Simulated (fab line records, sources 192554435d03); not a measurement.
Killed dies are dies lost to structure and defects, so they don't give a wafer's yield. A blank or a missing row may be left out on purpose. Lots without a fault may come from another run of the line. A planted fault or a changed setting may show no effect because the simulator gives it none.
Which tool did it? | flow n5_finfet | 8 lots, 24 wafers sampled, at 7 steps of a route of 1938

WHAT THE GAUGES READ, wafer by wafer
N5_MOL_CONTACT_COAG_CD_MEAS_137: target cd 16 nm.
lot  | measured     | on        | cd_nm (nm)
L286 | day 5 22:52  | cd_sem-01 | 16.1 16.3 16.2
L299 | day 9 04:44  | cd_sem-01 | 15.5 15.8 15.6
L300 | day 9 07:47  | cd_sem-03 | 16.2 15.5 15.7
L301 | day 9 19:23  | cd_sem-02 | 15.6 15.3 15.7
L302 | day 9 22:54  | cd_sem-01 | 16.1 15.8 16.3
L304 | day 10 17:35 | cd_sem-02 | 15.3 15.9 15.5
L305 | day 10 17:40 | cd_sem-03 | 15.9 15.7 15.8
L306 | day 10 23:40 | cd_sem-03 | 15.5 16.2 15.6

N5_MOL_CONTACT_COAG_CD_MEAS_101: target cd 16 nm.
lot  | measured     | on        | cd_nm (nm)
L286 | day 6 00:08  | cd_sem-02 | 15.8 15.4 15.1
L299 | day 9 06:17  | cd_sem-03 | - - -
L300 | day 9 09:08  | cd_sem-03 | - - -
L301 | day 9 20:43  | cd_sem-01 | - - -
L302 | day 10 00:19 | cd_sem-03 | 15.5 15.8 16.0
L304 | day 10 19:10 | cd_sem-02 | 16.0 15.8 15.0
L305 | day 10 19:15 | cd_sem-02 | 16.0 16.1 15.3
L306 | day 11 00:58 | cd_sem-03 | 15.9 15.8 16.0

N5_BEOL_M4_RC_MEAS_101.
lot  | measured     | on        | DIBL_N (mV/V)  | DIBL_P (mV/V)  | IOFF_N (nA/um) | IOFF_P (nA/um) | ION_N (uA/um) | ION_P (uA/um) | SS_N (mV/dec)  | SS_P (mV/dec)  | VT_N (mV)   | VT_P (mV)
L286 | day 8 08:48  | prober-02 | 37.4 36.6 35.1 | 36.5 35.8 33.8 | 0.15 0.14 0.12 | 0.24 0.22 0.19 | 659 675 660   | 462 468 459   | 71.5 71.6 71.0 | 73.7 72.6 72.4 | 254 251 260 | -248 -247 -251
L302 | day 13 08:50 | prober-01 | 37.4 34.4 35.0 | 37.5 34.5 34.6 | 0.17 0.12 0.13 | 0.25 0.20 0.21 | 671 677 672   | 462 468 463   | 71.8 71.2 71.5 | 73.2 72.4 72.7 | 251 253 251 | -248 -249 -251
L304 | day 13 23:58 | prober-02 | 38.8 39.8 38.0 | 39.4 39.9 37.9 | 0.23 0.24 0.19 | 0.33 0.33 0.29 | 705 710 676   | 492 487 473   | 72.3 71.7 71.3 | 74.1 73.6 73.4 | 243 243 247 | -241 -240 -245
L305 | day 14 01:58 | prober-02 | 36.0 36.1 35.2 | 37.2 37.1 37.1 | 0.16 0.16 0.15 | 0.20 0.21 0.21 | 664 664 675   | 458 455 465   | 71.9 71.8 71.7 | 73.5 73.3 73.1 | 247 251 250 | -250 -250 -249
L306 | day 13 20:07 | prober-01 | 35.2 35.2 35.2 | 34.2 34.8 34.8 | 0.14 0.14 0.14 | 0.21 0.22 0.22 | 664 677 667   | 461 471 464   | 71.9 72.0 71.6 | 72.5 72.5 72.4 | 250 251 250 | -246 -248 -246

WHICH TOOL RAN EACH LOT (tool, then ch and the chambers of the sampled wafers, then the start)
lot  | N5_MOL_CONTACT_COAG_STRIP_96       | N5_MOL_CONTACT_COAG_ETCH_66        | N5_MOL_CONTACT_COAG_ALD_133       | N5_MOL_CONTACT_COAG_ETCHBACK_134
L286 | rie_diel-03 ch 0,1, day 5 22:35    | rie_diel-04 ch 0,1,3, day 5 23:22  | ald_sin-03 ch 0,2,3, day 5 23:26  | rie_diel-05 ch 2,3, day 5 23:38
L299 | rie_diel-05 ch 1,2, day 9 04:28    | rie_diel-04 ch 1,2,3, day 9 05:22  | ald_sin-02 ch 0,1,2, day 9 05:26  | rie_diel-04 ch 1,2,3, day 9 05:46
L300 | rie_diel-05 ch 2,3, day 9 07:31    | rie_diel-03 ch 0,1,2, day 9 08:16  | ald_sin-04 ch 0,3, day 9 08:26    | rie_diel-03 ch 0,2,3, day 9 08:37
L301 | rie_diel-05 ch 1,3, day 9 19:07    | rie_diel-05 ch 0,3, day 9 19:53    | ald_sin-02 ch 2,3, day 9 20:01    | rie_diel-05 ch 0,3, day 9 20:12
L302 | rie_diel-03 ch 0,1,3, day 9 22:38  | rie_diel-04 ch 0,2,3, day 9 23:24  | ald_sin-02 ch 0,1,2, day 9 23:38  | rie_diel-04 ch 0,1,3, day 9 23:49
L304 | rie_diel-04 ch 2,3, day 10 17:19   | rie_diel-05 ch 1,2, day 10 18:23   | ald_sin-04 ch 0,3, day 10 18:28   | rie_diel-05 ch 1,2,3, day 10 18:38
L305 | rie_diel-05 ch 1,2, day 10 17:25   | rie_diel-04 ch 0,2, day 10 18:28   | ald_sin-02 ch 1,2, day 10 18:34   | rie_diel-03 ch 0,2, day 10 18:44
L306 | rie_diel-05 ch 1,2,3, day 10 23:24 | rie_diel-04 ch 0,2,3, day 11 00:10 | ald_sin-04 ch 0,1,2, day 11 00:14 | rie_diel-04 ch 0,2,3, day 11 00:27
- N5_MOL_CONTACT_COAG_STRIP_96: strips in N2/H2.
- N5_MOL_CONTACT_COAG_ETCH_66: etches SiARC in CF4, target depth 13 nm, time 21.7 s.
- N5_MOL_CONTACT_COAG_ALD_133: deposits SiO2, target thk 5 nm, pulse time 1 s, co reactant pulse time 1 s.
- N5_MOL_CONTACT_COAG_ETCHBACK_134: etches SiO2 in CHF3, target depth 10 nm, time 6.7 s.

WHAT THE TOOLS THEMSELVES READ (means of the sampled wafers that have a number; where no wafer has one, the mark that the record gives instead)
N5_MOL_CONTACT_COAG_STRIP_96.
lot  | tool        | bias_power_w (W) | drypump_motor_current_A (A) | oes_product_au (a.u.) | rf_vpp_V (V) | showerhead_plenum_p_Torr (Torr) | throttle_valve_pct (%)
L286 | rie_diel-03 | 28.18            | 5.8                         | 0.79                  | 121.9        | 3.32                            | 18.85
L299 | rie_diel-05 | 28.04            | 5.3                         | 0.70                  | 121.9        | 3.29                            | 19.08
L300 | rie_diel-05 | 27.95            | 6.1                         | 0.69                  | 121.7        | 3.26                            | 19.05
L301 | rie_diel-05 | 28.07            | 5.4                         | 0.71                  | 122.6        | 3.37                            | 18.82
L302 | rie_diel-03 | 28.04            | 5.8                         | 0.80                  | 122.2        | 3.29                            | 18.85
L304 | rie_diel-04 | 28.03            | 6.2                         | 0.75                  | 120.9        | 3.26                            | 18.97
L305 | rie_diel-05 | 27.91            | 5.6                         | 0.90                  | 123.2        | 3.50                            | 18.96
L306 | rie_diel-05 | 28.09            | 5.7                         | 0.79                  | 123.0        | 3.44                            | 18.83

N5_MOL_CONTACT_COAG_ETCH_66.
lot  | tool        | bias_w (W) | cf4_flow_sccm (sccm) | drypump_motor_current_A (A) | etch_rf_on_time_s (s) | oes_product_au (a.u.) | rf_vpp_V (V) | showerhead_plenum_p_Torr (Torr) | throttle_valve_pct (%)
L286 | rie_diel-04 | 35.95      | 100.0                | 6.2                         | 21.9                  | 0.64                  | 184.6        | 2.16                            | 15.39
L299 | rie_diel-04 | -          | -                    | -                           | -                     | -                     | -            | -                               | -
L300 | rie_diel-03 | -          | -                    | -                           | -                     | -                     | -            | -                               | -
L301 | rie_diel-05 | -          | -                    | -                           | -                     | -                     | -            | -                               | -
L302 | rie_diel-04 | 35.89      | 99.8                 | 6.3                         | 21.9                  | 0.61                  | 184.4        | 2.13                            | 15.61
L304 | rie_diel-05 | 36.10      | 100.2                | 5.6                         | 21.3                  | 0.77                  | 185.3        | 2.23                            | 15.43
L305 | rie_diel-04 | 36.01      | 100.1                | 6.5                         | 22.1                  | 0.59                  | 184.7        | 2.17                            | 15.65
L306 | rie_diel-04 | 36.03      | 99.9                 | 6.4                         | 22.1                  | 0.61                  | 183.4        | 2.12                            | 15.63

N5_MOL_CONTACT_COAG_ALD_133.
lot  | tool       | heater_power_w (W) | precursor_pulse_height_rel
L286 | ald_sin-03 | 79                 | 0.987
L299 | ald_sin-02 | 79                 | 1.009
L300 | ald_sin-04 | 76                 | 0.990
L301 | ald_sin-02 | 77                 | 1.007
L302 | ald_sin-02 | 80                 | 0.993
L304 | ald_sin-04 | 76                 | 0.995
L305 | ald_sin-02 | 84                 | 0.999
L306 | ald_sin-04 | 79                 | 0.997

N5_MOL_CONTACT_COAG_ETCHBACK_134.
lot  | tool        | CHF3_flow_sccm (sccm) | drypump_motor_current_A (A) | oes_product_au (a.u.) | rf_vpp_V (V) | showerhead_plenum_p_Torr (Torr) | throttle_valve_pct (%)
L286 | rie_diel-05 | 50.09                 | 6.0                         | 0.71                  | 510          | 2.38                            | 18.59
L299 | rie_diel-04 | 50.01                 | 6.2                         | 0.27                  | 524          | 2.36                            | 18.59
L300 | rie_diel-03 | 50.27                 | 5.6                         | 0.29                  | 524          | 2.39                            | 18.87
L301 | rie_diel-05 | 50.00                 | 6.0                         | 0.26                  | 506          | 2.37                            | 18.46
L302 | rie_diel-04 | 49.98                 | 6.2                         | 0.71                  | 530          | 2.39                            | 18.54
L304 | rie_diel-05 | 49.91                 | 5.7                         | 0.79                  | 513          | 2.44                            | 18.54
L305 | rie_diel-03 | 50.07                 | 5.8                         | 0.70                  | 523          | 2.42                            | 19.16
L306 | rie_diel-04 | 50.04                 | 6.3                         | 0.71                  | 527          | 2.36                            | 18.71

THE ANSWER, worked out from the rows above alone
Rule: what is usual is taken from the lots themselves. Put in order of their means at a reading, lots are off if they are a third of the lots or fewer, leave a main group of 4 or more, and stand apart from it by a gap of 3 or more times the standard deviation of the main group's means; of several such gaps the widest counts. A main group whose means are all the same, to the digits that the tables above print for the reading, isn't used. A lot without any number at a reading at which 4 lots or more have one is off too. The other lots that the step has rows for count as sound. The gauges are gone through in route order, then the tools' own readings, and for those a lot's mean is taken as printed above. The first step at which some lot is off is used, and at that step the reading that is off furthest; a lot without a number counts as furthest.
Off: L299, L300, L301, at N5_MOL_CONTACT_COAG_CD_MEAS_101 (cd_nm). Without a number there: L299, L300, L301. The main group: mean 15.7 nm, standard deviation 0.16.
A tool fits if, at a process step before that reading, it ran every lot that is off, and no sound lot after the first of them. The gauges at N5_MOL_CONTACT_COAG_CD_MEAS_101 aren't tried: what is off there is off at N5_MOL_CONTACT_COAG_ETCH_66 too, on other tools, and a gauge's error can't cause that. None of those tried fits.

WHAT THE SIMULATOR HAD PUT IN
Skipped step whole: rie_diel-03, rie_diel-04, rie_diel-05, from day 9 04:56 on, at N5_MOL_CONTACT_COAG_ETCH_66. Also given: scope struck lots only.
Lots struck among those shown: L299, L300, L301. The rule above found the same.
